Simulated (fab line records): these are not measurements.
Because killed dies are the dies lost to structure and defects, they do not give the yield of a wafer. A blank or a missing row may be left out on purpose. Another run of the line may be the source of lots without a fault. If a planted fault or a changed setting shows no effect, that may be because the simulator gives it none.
Matching of chambers || flow nand-harc || NHARC_A_WL_FILL_ALD_19 on ald-metal-02: 4 sister chambers
The step deposits TiN, target thk 2 nm, pulse time 3 s, ald cycles 100. 20 wafers are shown with their chamber, then 10 later ones without.

## WAFERS PAIRED WITH THEIR CHAMBERS
{"wafer": "L074.1", "chamber": 2, "heater-power-w (W)": 1150, "precursor-pulse-height-rel": 1.019}
{"wafer": "L074.3", "chamber": 1, "heater-power-w (W)": 1081, "precursor-pulse-height-rel": 1.008}
{"wafer": "L074.5", "chamber": 2, "heater-power-w (W)": 1144, "precursor-pulse-height-rel": 0.982}
{"wafer": "L074.2", "chamber": 3, "heater-power-w (W)": 986, "precursor-pulse-height-rel": 1.006}
{"wafer": "L074.4", "chamber": 0, "heater-power-w (W)": 1051, "precursor-pulse-height-rel": 1.007}
{"wafer": "L074.6", "chamber": 1, "heater-power-w (W)": 1059, "precursor-pulse-height-rel": 0.999}
{"wafer": "L076.1", "chamber": 2, "heater-power-w (W)": 1172, "precursor-pulse-height-rel": 0.996}
{"wafer": "L076.3", "chamber": 3, "heater-power-w (W)": 1010, "precursor-pulse-height-rel": 1.018}
{"wafer": "L076.4", "chamber": 0, "heater-power-w (W)": 1054, "precursor-pulse-height-rel": 1.024}
{"wafer": "L079.1", "chamber": 0, "heater-power-w (W)": 1070, "precursor-pulse-height-rel": 0.989}
{"wafer": "L079.2", "chamber": 2, "heater-power-w (W)": 1134, "precursor-pulse-height-rel": 0.991}
{"wafer": "L079.6", "chamber": 0, "heater-power-w (W)": 1054, "precursor-pulse-height-rel": 0.974}
{"wafer": "L081.2", "chamber": 2, "heater-power-w (W)": 1125, "precursor-pulse-height-rel": 0.983}
{"wafer": "L081.4", "chamber": 3, "heater-power-w (W)": 993, "precursor-pulse-height-rel": 1.014}
{"wafer": "L081.6", "chamber": 0, "heater-power-w (W)": 1086, "precursor-pulse-height-rel": 1.018}
{"wafer": "L093.1", "chamber": 0, "heater-power-w (W)": 1022, "precursor-pulse-height-rel": 0.985}
{"wafer": "L093.3", "chamber": 1, "heater-power-w (W)": 1108, "precursor-pulse-height-rel": 0.998}
{"wafer": "L093.4", "chamber": 2, "heater-power-w (W)": 1128, "precursor-pulse-height-rel": 1.013}
{"wafer": "L094.3", "chamber": 1, "heater-power-w (W)": 1092, "precursor-pulse-height-rel": 0.977}
{"wafer": "L094.5", "chamber": 0, "heater-power-w (W)": 1047, "precursor-pulse-height-rel": 1.014}

SIGNATURES (averages over the wafers above)
{"reading": "heater-power-w", "chamber 0": 1054.86, "chamber 1": 1085.00, "chamber 2": 1142.17, "chamber 3": 996.33, "scatter within a chamber": 18.5}
{"reading": "precursor-pulse-height-rel", "chamber 0": 1.00157, "chamber 1": 0.99550, "chamber 2": 0.99733, "chamber 3": 1.01267, "scatter within a chamber": 0.0157}
Rule: a wafer's distance from a chamber is the root of the sum, over the readings, of the square of ((its reading less the chamber's mean) divided by the reading's scatter). If the next closest chamber is less than 2 further off than the closest, the wafer can't be placed; otherwise it belongs to the closest. How the scatter is found: for the shown wafers, subtract from each reading the mean of its chamber, square and add these, divide the total by (wafers less chambers), then take the root.

## WAFERS WHOSE CHAMBER IS MISSING
{"wafer": "L094.6", "heater-power-w (W)": 1121, "precursor-pulse-height-rel": 0.966}
{"wafer": "L096.1", "heater-power-w (W)": 1001, "precursor-pulse-height-rel": 1.001}
{"wafer": "L096.3", "heater-power-w (W)": 1137, "precursor-pulse-height-rel": 1.009}
{"wafer": "L096.5", "heater-power-w (W)": 1163, "precursor-pulse-height-rel": 1.007}
{"wafer": "L096.2", "heater-power-w (W)": 988, "precursor-pulse-height-rel": 0.994}
{"wafer": "L096.4", "heater-power-w (W)": 1101, "precursor-pulse-height-rel": 1.011}
{"wafer": "L096.6", "heater-power-w (W)": 976, "precursor-pulse-height-rel": 1.035}
{"wafer": "L095.1", "heater-power-w (W)": 1009, "precursor-pulse-height-rel": 1.000}
{"wafer": "L095.2", "heater-power-w (W)": 1100, "precursor-pulse-height-rel": 1.019}
{"wafer": "L095.3", "heater-power-w (W)": 1184, "precursor-pulse-height-rel": 0.994}

## WHICH CHAMBER EACH WENT THROUGH
{"wafer": "L094.6", "from the rows above": "can't be placed: 2 or 1 or 0", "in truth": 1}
{"wafer": "L096.1", "from the rows above": 3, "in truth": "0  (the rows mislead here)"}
{"wafer": "L096.3", "from the rows above": 2, "in truth": 2}
{"wafer": "L096.5", "from the rows above": 2, "in truth": 2}
{"wafer": "L096.2", "from the rows above": 3, "in truth": 3}
{"wafer": "L096.4", "from the rows above": "can't be placed: 1 or 2 or 0", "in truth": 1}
{"wafer": "L096.6", "from the rows above": 3, "in truth": 3}
{"wafer": "L095.1", "from the rows above": "can't be placed: 3 or 0", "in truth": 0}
{"wafer": "L095.2", "from the rows above": "can't be placed: 1 or 2 or 0", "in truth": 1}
{"wafer": "L095.3", "from the rows above": 2, "in truth": 2}
5 of 10 placed correctly. Can't be placed from these rows: 4 (the true chamber is among the candidates in 4). Placed wrongly: 1.
